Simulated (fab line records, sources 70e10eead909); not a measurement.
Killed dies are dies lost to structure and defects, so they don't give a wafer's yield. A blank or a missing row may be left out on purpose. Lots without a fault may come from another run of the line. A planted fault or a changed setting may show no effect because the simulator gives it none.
Chamber matching | flow nand_harc | NHARC_A_BLC_DESCUM_15 on rie_diel-02: 4 sister chambers
The step chemistry O2, time 3 s. 18 wafers are shown with their chamber, then 9 later ones without.

WAFERS WITH THEIR CHAMBER
wafer  | chamber | showerhead_plenum_p_Torr (Torr) | drypump_motor_current_A (A) | rf_vpp_V (V)
L074.2 | 0       | 1.78                            | 4.9                         | 57.8
L074.3 | 2       | 1.81                            | 5.3                         | 56.0
L074.6 | 2       | 1.81                            | 5.3                         | 56.5
L077.2 | 1       | 1.90                            | 6.4                         | 58.3
L077.4 | 2       | 1.81                            | 5.3                         | 57.7
L077.5 | 0       | 1.78                            | 4.8                         | 55.2
L076.2 | 2       | 1.81                            | 5.2                         | 56.5
L076.3 | 3       | 1.97                            | 5.8                         | 58.6
L076.6 | 3       | 1.97                            | 5.8                         | 56.8
L078.1 | 3       | 1.97                            | 5.8                         | 57.0
L078.3 | 0       | 1.78                            | 4.8                         | 57.8
L078.6 | 2       | 1.81                            | 5.3                         | 58.6
L080.1 | 2       | 1.80                            | 5.3                         | 58.5
L080.2 | 3       | 1.97                            | 5.9                         | 57.9
L080.4 | 0       | 1.78                            | 4.9                         | 57.2
L087.1 | 3       | 1.97                            | 5.8                         | 58.3
L087.5 | 1       | 1.90                            | 6.4                         | 58.9
L087.6 | 2       | 1.80                            | 5.3                         | 57.4

SIGNATURES (means of the wafers above)
reading                  | chamber 0 | chamber 1 | chamber 2 | chamber 3 | scatter within a chamber
showerhead_plenum_p_Torr | 1.7800    | 1.9000    | 1.8071    | 1.9700    | 0.00319
drypump_motor_current_A  | 4.850     | 6.400     | 5.286     | 5.820     | 0.0436
rf_vpp_V                 | 57.000    | 58.600    | 57.314    | 57.720    | 0.983
Rule: a wafer's distance from a chamber is the root of the sum, over the readings, of the square of ((its reading less the chamber's mean) divided by the reading's scatter). The wafer belongs to the nearest chamber; if the next one is less than 2 further off, it can't be placed. The scatter: the root of (the sum of the squares of (reading less its chamber's mean) over the shown wafers, divided by (wafers less chambers)).

WAFERS WITHOUT THEIR CHAMBER
wafer  | showerhead_plenum_p_Torr (Torr) | drypump_motor_current_A (A) | rf_vpp_V (V)
L088.2 | 1.97                            | 5.8                         | 59.0
L088.3 | 1.77                            | 4.9                         | 56.1
L088.6 | 1.77                            | 4.9                         | 56.6
L094.1 | 1.90                            | 6.4                         | 57.1
L094.2 | 1.97                            | 5.9                         | 56.5
L094.3 | 1.77                            | 4.8                         | 57.0
L093.1 | 1.97                            | 5.8                         | 56.8
L093.2 | 1.90                            | 6.4                         | 57.2
L093.4 | 1.77                            | 4.8                         | 57.1

WHICH CHAMBER EACH WENT THROUGH
wafer  | from the rows above | in truth
L088.2 | 3                   | 3
L088.3 | 0                   | 0
L088.6 | 0                   | 0
L094.1 | 1                   | 1
L094.2 | 3                   | 3
L094.3 | 0                   | 0
L093.1 | 3                   | 3
L093.2 | 1                   | 1
L093.4 | 0                   | 0
Placed correctly: 9 of 9. Can't be placed from these rows: 0. Placed wrongly: 0.
